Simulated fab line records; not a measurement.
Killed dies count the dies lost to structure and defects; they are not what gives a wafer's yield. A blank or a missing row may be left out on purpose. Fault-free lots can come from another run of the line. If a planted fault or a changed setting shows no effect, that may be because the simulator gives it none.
Which tool did it? ; flow n5_finfet ; 22 lots (66 wafers sampled), 1 step of a 1938-step route

== WHAT EACH GAUGE READ, for each wafer ==
N5_FIN_SAQP_CD_MEAS_27: target cd 20 nm. Usual: cd_nm at 20.24 nm, with a standard deviation of 0.25.
lot;measured;on;cd_nm (nm);flag
L074;day 2 00:50;cd_sem-02;20.21 20.65 20.26;
L075;day 2 05:40;cd_sem-01;20.30 20.02 20.53;
L076;day 2 12:07;cd_sem-02;20.41 20.56 20.42;
L078;day 3 00:17;cd_sem-02;20.27 20.47 20.05;
L079;day 3 05:29;cd_sem-01;20.51 20.77 19.85;
L080;day 3 12:34;cd_sem-02;19.75 19.73 20.47;
L081;day 3 17:52;cd_sem-02;20.17 20.80 20.16;
L082;day 3 23:49;cd_sem-01;20.43 20.60 20.00;
L083;day 4 06:09;cd_sem-01;20.42 20.08 20.44;
L084;day 4 12:22;cd_sem-02;20.58 20.50 20.25;
L085;day 4 21:44;cd_sem-02;20.49 19.70 19.98;
L086;day 5 01:44;cd_sem-02;19.94 20.25 20.54;
L087;day 5 05:41;cd_sem-01;20.33 20.30 20.33;
L088;day 5 11:26;cd_sem-02;20.09 20.48 19.69;
L089;day 5 18:21;cd_sem-01;19.94 20.40 20.70;
L091;day 6 06:01;cd_sem-01;20.22 19.74 20.08;
L092;day 6 12:34;cd_sem-01;20.46 20.48 19.94;
L093;day 6 18:51;cd_sem-01;19.88 20.01 20.46;
L094;day 7 01:32;cd_sem-01;20.38 20.37 20.55;
L095;day 7 06:06;cd_sem-01;20.26 20.06 20.24;
L096;day 7 11:46;cd_sem-01;20.36 19.96 20.54;
L097;day 7 19:16;cd_sem-01;20.13 20.42 20.34;

== EACH LOT AND THE TOOL THAT RAN IT (in order: tool; ch and the chambers of the sampled wafers; start) ==
The record holds no process step before these readings.

== AS READ BY THE TOOLS THEMSELVES (means over the sampled wafers that have a number; for cases with no such wafer, the mark the record gives instead) ==
The record holds no such reading with a usual standard deviation.

== THE ANSWER, worked out from the rows above alone ==
Rule: a lot counts as off when the mean over its wafers that have a number is more than 3 standard deviations away from the usual mean. A lot without any number at a reading at which 4 lots or more have one is off too. The other lots that the step has rows for count as sound. After the gauges, taken in route order, come the tools' own readings; for these a lot's mean is taken, as printed above. At the first step where some lot is off, the reading lying furthest off is the one used; lots without a number count as furthest.
No lot is off on any of the readings shown, so nothing can be concluded from this.

== WHAT HAD BEEN PUT IN BY THE SIMULATOR ==
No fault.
